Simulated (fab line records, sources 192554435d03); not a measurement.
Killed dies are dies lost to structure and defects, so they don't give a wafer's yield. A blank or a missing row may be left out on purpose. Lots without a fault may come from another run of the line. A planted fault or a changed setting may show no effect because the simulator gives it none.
Split-lot experiment | flow n5_finfet | 7 lots, 21 wafers read, on a route of 1938 steps

THE SPLIT
At N5_FIN_CUT_EXPOSE_05 (exposes mask FIN CUT), the setting dose_mj was moved away from the recipe's 45.75 on 8 of the 21 wafers read, by +2.2% to +6.6%. The other wafers ran this setting at the recipe's value.

FROM THE SPLIT TO THE READING: what the file shows between them, 2 steps
- N5_FIN_CUT_PEB_06: peb time 60 s
- N5_FIN_CUT_DEVELOP_07: develop time 30 s

THE READING
cd_nm, in nm, at N5_FIN_CUT_CD_MEAS_08 (target cd 29.1 nm). Fault-free wafers of this fab line usually give 29.05 nm, standard deviation 0.25 nm.

wafer  | tool, chamber at the split | dose_mj as run | against the recipe | cd_nm, nm | against lot-mates on the recipe
L074.1 | euv_scanner-02, 0          | 45.75          | recipe             | 28.66     | -
L074.3 | euv_scanner-02, 0          | 45.75          | recipe             | 29.10     | -
L074.5 | euv_scanner-02, 0          | 45.75          | recipe             | 28.65     | -
L075.3 | euv_scanner-01, 0          | 45.75          | recipe             | 28.87     | -
L075.4 | euv_scanner-01, 0          | 48.7           | +6.4%              | 30.01     | +1.14
L075.5 | euv_scanner-01, 0          | 48.7           | +6.4%              | 29.87     | +1.00
L082.2 | euv_scanner-01, 0          | 45.75          | recipe             | 28.81     | -
L082.3 | euv_scanner-01, 0          | 45.75          | recipe             | 29.08     | -
L082.4 | euv_scanner-01, 0          | 47.36          | +3.5%              | 29.87     | +0.93
L087.1 | euv_scanner-01, 0          | 45.75          | recipe             | 29.47     | -
L087.4 | euv_scanner-01, 0          | 45.75          | recipe             | 28.88     | -
L087.5 | euv_scanner-01, 0          | 45.75          | recipe             | 29.14     | -
L090.2 | euv_scanner-01, 0          | 45.75          | recipe             | 29.09     | -
L090.3 | euv_scanner-01, 0          | 48.75          | +6.6%              | 29.83     | +0.74
L090.4 | euv_scanner-01, 0          | 48.75          | +6.6%              | 29.86     | +0.77
L094.3 | euv_scanner-02, 0          | 45.75          | recipe             | 29.24     | -
L094.4 | euv_scanner-02, 0          | 45.75          | recipe             | 29.53     | -
L094.5 | euv_scanner-02, 0          | 45.75          | recipe             | 29.29     | -
L097.1 | euv_scanner-01, 0          | 46.75          | +2.2%              | 29.45     | no lot-mate on the recipe
L097.2 | euv_scanner-01, 0          | 46.75          | +2.2%              | 29.51     | no lot-mate on the recipe
L097.4 | euv_scanner-01, 0          | 46.75          | +2.2%              | 29.28     | no lot-mate on the recipe

THE FIT
A straight line over all 21 wafers: cd_nm changes by +0.133 nm for each +1% of dose_mj; r = +0.82; the points scatter about the line by 0.24 nm.
The same after taking each lot's own level away (the mean of its wafers on the recipe; 18 wafers): +0.146 nm for each +1%; r = +0.90; scatter 0.21 nm.
On that fit, the largest move of dose_mj shifts the reading by 0.96 nm.
The lots' own levels span 28.803 to 29.353 nm, that is 2.2 times the standard deviation above.
So the lot-to-lot level changes the slope little: the two slopes agree.
Check: with one of the wafers moved furthest among these (+6.6%) left out of the fit, the line predicts +1.05 nm for it against its lot-mates. It came out at +0.74 nm against them.

OTHER SPLITS ON THESE WAFERS
These wafers also went through other splits before the reading. Each is held against what the fit with the lots' levels taken away leaves over:
other split on the same wafers           | wafers away from the commonest value | r with cd_nm (lot level and that fit taken away)
N5_WELL_APT_COAT_02 spin_rpm             | 9                                    | -0.09
N5_PMOS_HMC_CHANNEL_EPI_COAT_31 spin_rpm | 7                                    | -0.20
N5_PMOS_HMC_CHANNEL_EPI_DESCUM_14 time_s | 9                                    | -0.10

THE WHOLE CHAIN: every reading that the file lists as answering this split, in the file's order
step                  | what it does                                                | reading                                                               | change (the file's fit)               | r (the file's)
N5_FIN_CUT_CD_MEAS_08 | target cd 29.1 nm                                           | cd_nm                                                                 | +0.156 nm for each +1% of the setting | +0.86
N5_FIN_CUT_ETCH_30    | etches underlayer in N2/H2, target depth 13 nm, time 10.4 s | FIN_CUT.cd_offset_nm (the simulator's own value, which no gauge read) | +0.177 nm for each +1% of the setting | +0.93

THE FILE'S OWN FIT
cd_nm changes by +0.156 nm for each +1% of dose_mj, r = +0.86.
